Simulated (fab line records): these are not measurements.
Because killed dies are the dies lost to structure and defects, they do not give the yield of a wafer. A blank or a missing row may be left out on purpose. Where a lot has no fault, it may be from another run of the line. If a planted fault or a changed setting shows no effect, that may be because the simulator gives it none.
Which of the tools did it? / flow nand_harc / 12 lots with 36 wafers sampled at 6 steps, on a route of 1159 steps

WHAT THE GAUGES SHOWED, per wafer
NHARC_A_ONON_D1_THK_MEAS_08: measures by ellipsometry. Usual: thk_nm reads 998 nm (standard deviation 9.3).
lot=L770; measured=day 7 07:53; on=film_metro-01; thk_nm (nm)=997 995 997; flag=
lot=L771; measured=day 8 06:17; on=film_metro-02; thk_nm (nm)=998 997 998; flag=
lot=L773; measured=day 8 12:13; on=film_metro-02; thk_nm (nm)=992 992 991; flag=
lot=L777; measured=day 9 10:51; on=film_metro-02; thk_nm (nm)=1838 996 1837; flag=OFF
lot=L779; measured=day 9 14:26; on=film_metro-01; thk_nm (nm)=995 1838 1836; flag=OFF
lot=L784; measured=day 10 18:22; on=film_metro-02; thk_nm (nm)=975 976 975; flag=
lot=L783; measured=day 10 18:01; on=film_metro-02; thk_nm (nm)=987 989 987; flag=
lot=L785; measured=day 11 14:00; on=film_metro-02; thk_nm (nm)=1006 1006 1007; flag=
lot=L787; measured=day 11 17:34; on=film_metro-02; thk_nm (nm)=1000 1002 1001; flag=
lot=L789; measured=day 12 04:02; on=film_metro-02; thk_nm (nm)=990 990 989; flag=
lot=L791; measured=day 12 15:58; on=film_metro-02; thk_nm (nm)=1003 1000 1001; flag=
lot=L793; measured=day 13 09:52; on=film_metro-02; thk_nm (nm)=989 988 988; flag=

NHARC_END_SORT_01. Usual: killed_at_array 28, standard deviation 10; killed_at_other 0.6, standard deviation 1.1; killed_at_periphery 3.6, standard deviation 2.6; killed_dies 32, standard deviation 10; killed_open 3.3, standard deviation 1.8; killed_short 1.9, standard deviation 1.4.
lot=L777; measured=day 21 13:20; on=prober-02; killed_at_array=671 30 673; killed_at_other=0 2 0; killed_at_periphery=6 5 4; killed_dies=677 37 677; killed_open=3 5 4; killed_short=3 3 2; flag=OFF
lot=L779; measured=day 22 01:18; on=prober-01; killed_at_array=29 667 674; killed_at_other=3 3 1; killed_at_periphery=0 7 2; killed_dies=32 677 677; killed_open=2 1 4; killed_short=1 3 2; flag=OFF

WHICH TOOL RAN EACH LOT (tool, then ch and the chambers of the sampled wafers, then the start)
lot=L770; NHARC_P_BONDPAD_ETCH_37=rie_diel-05 ch 0,1,3, day 6 03:56; NHARC_P_BONDPAD_ETCH_12=rie_diel-05 ch 1,2, day 7 07:22 or earlier; NHARC_A_ONON_D1_DEP_06=pecvd_onon-01 ch 0, day 7 07:22; NHARC_A_CHANNEL_HOLE_D1_DEP_00=acl_dep-01 ch 0, day 8 00:23
lot=L771; NHARC_P_BONDPAD_ETCH_37=rie_diel-05 ch 0,2,3, day 7 02:49; NHARC_P_BONDPAD_ETCH_12=rie_diel-05 ch 0,3, day 8 05:47 or earlier; NHARC_A_ONON_D1_DEP_06=pecvd_onon-04 ch 0, day 8 05:47; NHARC_A_CHANNEL_HOLE_D1_DEP_00=acl_dep-03 ch 0, day 8 17:36
lot=L773; NHARC_P_BONDPAD_ETCH_37=rie_diel-11 ch 0,2, day 7 08:08; NHARC_P_BONDPAD_ETCH_12=rie_diel-11 ch 2,3, day 8 11:43 or earlier; NHARC_A_ONON_D1_DEP_06=pecvd_onon-04 ch 0, day 8 11:43; NHARC_A_CHANNEL_HOLE_D1_DEP_00=acl_dep-01 ch 0, day 8 23:22
lot=L777; NHARC_P_BONDPAD_ETCH_37=rie_diel-11 ch 0,1,3, day 8 05:31; NHARC_P_BONDPAD_ETCH_12=rie_diel-11 ch 1,2, day 9 10:23 or earlier; NHARC_A_ONON_D1_DEP_06=pecvd_onon-04 ch 0, day 9 10:23; NHARC_A_CHANNEL_HOLE_D1_DEP_00=acl_dep-03 ch 0, day 10 03:07
lot=L779; NHARC_P_BONDPAD_ETCH_37=rie_diel-05 ch 0,2,3, day 8 10:27; NHARC_P_BONDPAD_ETCH_12=rie_diel-05 ch 1,2, day 9 13:55 or earlier; NHARC_A_ONON_D1_DEP_06=pecvd_onon-04 ch 0, day 9 13:55; NHARC_A_CHANNEL_HOLE_D1_DEP_00=acl_dep-01 ch 0, day 10 03:08
lot=L784; NHARC_P_BONDPAD_ETCH_37=rie_diel-11 ch 0,3, day 9 14:50; NHARC_P_BONDPAD_ETCH_12=rie_diel-11 ch 0,2,3, day 10 17:55 or earlier; NHARC_A_ONON_D1_DEP_06=pecvd_onon-01 ch 0, day 10 17:55; NHARC_A_CHANNEL_HOLE_D1_DEP_00=acl_dep-03 ch 0, day 11 09:59
lot=L783; NHARC_P_BONDPAD_ETCH_37=rie_diel-11 ch 1,3, day 9 17:43; NHARC_P_BONDPAD_ETCH_12=rie_diel-11 ch 0,3, day 10 17:30 or earlier; NHARC_A_ONON_D1_DEP_06=pecvd_onon-01 ch 0, day 10 17:30; NHARC_A_CHANNEL_HOLE_D1_DEP_00=acl_dep-01 ch 0, day 11 07:38
lot=L785; NHARC_P_BONDPAD_ETCH_37=rie_diel-11 ch 1,3, day 10 09:35; NHARC_P_BONDPAD_ETCH_12=rie_diel-11 ch 2,3, day 11 13:29 or earlier; NHARC_A_ONON_D1_DEP_06=pecvd_onon-02 ch 0, day 11 13:29; NHARC_A_CHANNEL_HOLE_D1_DEP_00=acl_dep-02 ch 0, day 12 01:12
lot=L787; NHARC_P_BONDPAD_ETCH_37=rie_diel-13 ch 0,1,3, day 10 13:25; NHARC_P_BONDPAD_ETCH_12=rie_diel-13 ch 0,1,3, day 11 17:14 or earlier; NHARC_A_ONON_D1_DEP_06=pecvd_onon-01 ch 0, day 11 17:14; NHARC_A_CHANNEL_HOLE_D1_DEP_00=acl_dep-02 ch 0, day 12 05:55
lot=L789; NHARC_P_BONDPAD_ETCH_37=rie_diel-11 ch 1,2,3, day 11 00:33; NHARC_P_BONDPAD_ETCH_12=rie_diel-11 ch 0,2,3, day 12 03:35 or earlier; NHARC_A_ONON_D1_DEP_06=pecvd_onon-01 ch 0, day 12 03:35; NHARC_A_CHANNEL_HOLE_D1_DEP_00=acl_dep-02 ch 0, day 12 17:53
lot=L791; NHARC_P_BONDPAD_ETCH_37=rie_diel-11 ch 0,1,3, day 11 12:18; NHARC_P_BONDPAD_ETCH_12=rie_diel-11 ch 1,2,3, day 12 15:26 or earlier; NHARC_A_ONON_D1_DEP_06=pecvd_onon-02 ch 0, day 12 15:26; NHARC_A_CHANNEL_HOLE_D1_DEP_00=acl_dep-03 ch 0, day 13 03:10
lot=L793; NHARC_P_BONDPAD_ETCH_37=rie_diel-11 ch 1,2,3, day 12 07:00; NHARC_P_BONDPAD_ETCH_12=rie_diel-11 ch 1,2, day 13 09:28 or earlier; NHARC_A_ONON_D1_DEP_06=pecvd_onon-04 ch 0, day 13 09:28; NHARC_A_CHANNEL_HOLE_D1_DEP_00=acl_dep-01 ch 0, day 14 00:10
- NHARC_P_BONDPAD_ETCH_37: etches the open film in N2/H2, target depth 60 nm, overetch 18 nm, time 65.91 s.
- NHARC_P_BONDPAD_ETCH_12: etches the open film in CHF3/O2, target depth 200 nm, time 100 s.
- NHARC_A_ONON_D1_DEP_06: target thk 1000 nm.
- NHARC_A_CHANNEL_HOLE_D1_DEP_00: deposits aC, target thk 3100 nm.

WHAT THE TOOLS THEMSELVES READ (means of the sampled wafers that have a number; where no wafer has one, the mark that the record gives instead)
NHARC_P_BONDPAD_ETCH_37. Usual: drypump_motor_current_A 5.7 A, standard deviation 0.55; oes_product_au 1.004 a.u., standard deviation 0.01; rf_vpp_V 431.2 V, standard deviation 2.2; showerhead_plenum_p_Torr 2.07 Torr, standard deviation 0.079; throttle_valve_pct 14.171 %, standard deviation 0.009.
lot=L770; tool=rie_diel-05; drypump_motor_current_A (A)=6.0; oes_product_au (a.u.)=1.009; rf_vpp_V (V)=428.7; showerhead_plenum_p_Torr (Torr)=1.97; throttle_valve_pct (%)=14.168; flag=
lot=L771; tool=rie_diel-05; drypump_motor_current_A (A)=6.3; oes_product_au (a.u.)=1.018; rf_vpp_V (V)=430.7; showerhead_plenum_p_Torr (Torr)=2.05; throttle_valve_pct (%)=14.180; flag=
lot=L773; tool=rie_diel-11; drypump_motor_current_A (A)=5.8; oes_product_au (a.u.)=1.001; rf_vpp_V (V)=432.0; showerhead_plenum_p_Torr (Torr)=2.12; throttle_valve_pct (%)=14.174; flag=
lot=L777; tool=rie_diel-11; drypump_motor_current_A (A)=5.8; oes_product_au (a.u.)=1.004; rf_vpp_V (V)=431.5; showerhead_plenum_p_Torr (Torr)=2.08; throttle_valve_pct (%)=14.164; flag=
lot=L779; tool=rie_diel-05; drypump_motor_current_A (A)=6.3; oes_product_au (a.u.)=1.003; rf_vpp_V (V)=430.5; showerhead_plenum_p_Torr (Torr)=2.04; throttle_valve_pct (%)=14.181; flag=
lot=L784; tool=rie_diel-11; drypump_motor_current_A (A)=6.0; oes_product_au (a.u.)=1.010; rf_vpp_V (V)=433.3; showerhead_plenum_p_Torr (Torr)=2.13; throttle_valve_pct (%)=14.165; flag=
lot=L783; tool=rie_diel-11; drypump_motor_current_A (A)=5.5; oes_product_au (a.u.)=1.006; rf_vpp_V (V)=430.0; showerhead_plenum_p_Torr (Torr)=2.03; throttle_valve_pct (%)=14.172; flag=
lot=L785; tool=rie_diel-11; drypump_motor_current_A (A)=5.6; oes_product_au (a.u.)=1.007; rf_vpp_V (V)=432.2; showerhead_plenum_p_Torr (Torr)=2.08; throttle_valve_pct (%)=14.166; flag=
lot=L787; tool=rie_diel-13; drypump_motor_current_A (A)=5.8; oes_product_au (a.u.)=1.006; rf_vpp_V (V)=427.0; showerhead_plenum_p_Torr (Torr)=1.94; throttle_valve_pct (%)=14.171; flag=
lot=L789; tool=rie_diel-11; drypump_motor_current_A (A)=5.3; oes_product_au (a.u.)=1.017; rf_vpp_V (V)=430.9; showerhead_plenum_p_Torr (Torr)=2.07; throttle_valve_pct (%)=14.174; flag=
lot=L791; tool=rie_diel-11; drypump_motor_current_A (A)=5.8; oes_product_au (a.u.)=1.006; rf_vpp_V (V)=431.6; showerhead_plenum_p_Torr (Torr)=2.08; throttle_valve_pct (%)=14.179; flag=
lot=L793; tool=rie_diel-11; drypump_motor_current_A (A)=5.3; oes_product_au (a.u.)=1.006; rf_vpp_V (V)=431.0; showerhead_plenum_p_Torr (Torr)=2.07; throttle_valve_pct (%)=14.173; flag=

NHARC_P_BONDPAD_ETCH_12. Usual: drypump_motor_current_A 5.7 A, standard deviation 0.55; oes_product_au 0.950 a.u., standard deviation 0.025; rf_vpp_V 371.4 V, standard deviation 2.2; showerhead_plenum_p_Torr 2.44 Torr, standard deviation 0.088; throttle_valve_pct 20.573 %, standard deviation 0.011.
lot=L770; tool=rie_diel-05; drypump_motor_current_A (A)=5.6; oes_product_au (a.u.)=0.952; rf_vpp_V (V)=369.1; showerhead_plenum_p_Torr (Torr)=2.31; throttle_valve_pct (%)=20.571; flag=
lot=L771; tool=rie_diel-05; drypump_motor_current_A (A)=6.3; oes_product_au (a.u.)=0.946; rf_vpp_V (V)=370.1; showerhead_plenum_p_Torr (Torr)=2.37; throttle_valve_pct (%)=20.573; flag=
lot=L773; tool=rie_diel-11; drypump_motor_current_A (A)=5.2; oes_product_au (a.u.)=0.929; rf_vpp_V (V)=373.0; showerhead_plenum_p_Torr (Torr)=2.49; throttle_valve_pct (%)=20.586; flag=
lot=L777; tool=rie_diel-11; drypump_motor_current_A (A)=5.2; oes_product_au (a.u.)=0.927; rf_vpp_V (V)=371.1; showerhead_plenum_p_Torr (Torr)=2.38; throttle_valve_pct (%)=20.569; flag=
lot=L779; tool=rie_diel-05; drypump_motor_current_A (A)=5.9; oes_product_au (a.u.)=0.973; rf_vpp_V (V)=374.0; showerhead_plenum_p_Torr (Torr)=2.51; throttle_valve_pct (%)=20.572; flag=
lot=L784; tool=rie_diel-11; drypump_motor_current_A (A)=5.7; oes_product_au (a.u.)=0.979; rf_vpp_V (V)=372.8; showerhead_plenum_p_Torr (Torr)=2.49; throttle_valve_pct (%)=20.567; flag=
lot=L783; tool=rie_diel-11; drypump_motor_current_A (A)=6.0; oes_product_au (a.u.)=0.980; rf_vpp_V (V)=372.8; showerhead_plenum_p_Torr (Torr)=2.50; throttle_valve_pct (%)=20.571; flag=
lot=L785; tool=rie_diel-11; drypump_motor_current_A (A)=5.5; oes_product_au (a.u.)=0.924; rf_vpp_V (V)=373.5; showerhead_plenum_p_Torr (Torr)=2.50; throttle_valve_pct (%)=20.570; flag=
lot=L787; tool=rie_diel-13; drypump_motor_current_A (A)=5.8; oes_product_au (a.u.)=0.948; rf_vpp_V (V)=368.4; showerhead_plenum_p_Torr (Torr)=2.29; throttle_valve_pct (%)=20.565; flag=
lot=L789; tool=rie_diel-11; drypump_motor_current_A (A)=5.7; oes_product_au (a.u.)=0.975; rf_vpp_V (V)=371.8; showerhead_plenum_p_Torr (Torr)=2.49; throttle_valve_pct (%)=20.572; flag=
lot=L791; tool=rie_diel-11; drypump_motor_current_A (A)=5.3; oes_product_au (a.u.)=0.976; rf_vpp_V (V)=371.5; showerhead_plenum_p_Torr (Torr)=2.44; throttle_valve_pct (%)=20.574; flag=
lot=L793; tool=rie_diel-11; drypump_motor_current_A (A)=5.2; oes_product_au (a.u.)=0.923; rf_vpp_V (V)=369.6; showerhead_plenum_p_Torr (Torr)=2.38; throttle_valve_pct (%)=20.580; flag=

NHARC_A_CHANNEL_HOLE_D1_DEP_00. Usual: throttle_valve_pct reads 35.001 % (standard deviation 0.0099).
lot=L770; tool=acl_dep-01; throttle_valve_pct (%)=35.004; flag=
lot=L771; tool=acl_dep-03; throttle_valve_pct (%)=34.997; flag=
lot=L773; tool=acl_dep-01; throttle_valve_pct (%)=35.006; flag=
lot=L777; tool=acl_dep-03; throttle_valve_pct (%)=35.004; flag=
lot=L779; tool=acl_dep-01; throttle_valve_pct (%)=35.002; flag=
lot=L784; tool=acl_dep-03; throttle_valve_pct (%)=34.999; flag=
lot=L783; tool=acl_dep-01; throttle_valve_pct (%)=34.999; flag=
lot=L785; tool=acl_dep-02; throttle_valve_pct (%)=35.005; flag=
lot=L787; tool=acl_dep-02; throttle_valve_pct (%)=34.996; flag=
lot=L789; tool=acl_dep-02; throttle_valve_pct (%)=35.006; flag=
lot=L791; tool=acl_dep-03; throttle_valve_pct (%)=34.988; flag=
lot=L793; tool=acl_dep-01; throttle_valve_pct (%)=34.992; flag=

THE ANSWER, worked out from the rows above alone
Rule: a lot is off if the mean of its wafers that have a number lies more than 3 standard deviations from the usual mean. Also off: a lot with no number at a reading for which 4 or more lots have one. The other lots that the step has rows for count as sound. Order of review: gauges by route order, followed by the tools' own readings, for which a lot's mean as printed above is used. At the first step where some lot is off, the reading lying furthest off is the one used; lots without a number count as furthest.
Off: L777, L779 (NHARC_A_ONON_D1_THK_MEAS_08, thk_nm).
If a tool, at a process step before that reading, ran all the lots that are off and no sound lot after the first of them, it fits. The gauges at NHARC_A_ONON_D1_THK_MEAS_08 aren't tried: what is off there is off at NHARC_END_SORT_01 too, on other tools, and a gauge's error can't cause that. NHARC_P_BONDPAD_ETCH_12 gives no start for some lots, so the hours and the order of its lots are those of NHARC_A_ONON_D1_DEP_06. No candidate that was tried fits.

WHAT THE SIMULATOR HAD PUT IN
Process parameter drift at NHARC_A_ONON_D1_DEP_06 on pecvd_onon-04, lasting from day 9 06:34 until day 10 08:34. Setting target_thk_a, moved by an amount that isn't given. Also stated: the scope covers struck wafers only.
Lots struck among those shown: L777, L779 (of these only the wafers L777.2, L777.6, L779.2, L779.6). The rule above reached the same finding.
